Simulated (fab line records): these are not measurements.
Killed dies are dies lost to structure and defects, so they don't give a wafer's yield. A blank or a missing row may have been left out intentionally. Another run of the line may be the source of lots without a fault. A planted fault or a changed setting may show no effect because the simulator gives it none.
Chamber matching / flow nand-harc / NHARC_A_CHANNEL_FILL_D1_ALD_14 on ald-hk-04: 4 sister chambers
The step deposits SiO2, target thk 2.5 nm, pulse time 10 s, ald cycles 25. 8 wafers are shown with their chamber, then 7 later ones without.

== WAFERS, EACH WITH ITS CHAMBER ==
wafer=L080.2; chamber=3; heater-power-w (W)=509; precursor-pulse-height-rel=0.995
wafer=L080.5; chamber=2; heater-power-w (W)=476; precursor-pulse-height-rel=0.993
wafer=L081.5; chamber=2; heater-power-w (W)=486; precursor-pulse-height-rel=0.988
wafer=L081.6; chamber=1; heater-power-w (W)=457; precursor-pulse-height-rel=0.967
wafer=L085.4; chamber=3; heater-power-w (W)=504; precursor-pulse-height-rel=1.010
wafer=L085.5; chamber=0; heater-power-w (W)=529; precursor-pulse-height-rel=0.986
wafer=L088.1; chamber=1; heater-power-w (W)=460; precursor-pulse-height-rel=1.000
wafer=L088.3; chamber=0; heater-power-w (W)=531; precursor-pulse-height-rel=0.991

== WAFERS WITH NO CHAMBER GIVEN ==
wafer=L088.6; heater-power-w (W)=512; precursor-pulse-height-rel=1.018
wafer=L090.2; heater-power-w (W)=507; precursor-pulse-height-rel=1.047
wafer=L090.3; heater-power-w (W)=477; precursor-pulse-height-rel=1.026
wafer=L090.6; heater-power-w (W)=532; precursor-pulse-height-rel=0.989
wafer=L092.1; heater-power-w (W)=472; precursor-pulse-height-rel=1.000
wafer=L092.2; heater-power-w (W)=489; precursor-pulse-height-rel=1.015
wafer=L092.5; heater-power-w (W)=537; precursor-pulse-height-rel=0.992

== CHAMBER TAKEN BY EACH ==
wafer=L088.6; from the rows above=3; in truth=3
wafer=L090.2; from the rows above=3; in truth=3
wafer=L090.3; from the rows above=2; in truth=2
wafer=L090.6; from the rows above=0; in truth=0
wafer=L092.1; from the rows above=can't be placed: 2 or 1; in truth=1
wafer=L092.2; from the rows above=can't be placed: 2 or 3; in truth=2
wafer=L092.5; from the rows above=0; in truth=0
Correct placement for 5 of the 7. These rows do not allow placing 2 (true chamber among the candidates in 2). 0 placed wrongly.
How it was worked out, from the rows above alone: a wafer's distance from a chamber is the root of the sum, over the readings, of the square of ((its reading less the chamber's mean) divided by the reading's scatter). If the next closest chamber is less than 2 further off than the closest, the wafer can't be placed; otherwise it belongs to the closest. A chamber's mean is the mean of its shown wafers. The scatter: take each reading less its chamber's mean, square it, sum over the shown wafers, divide by the number of wafers less the number of chambers, and take the root.
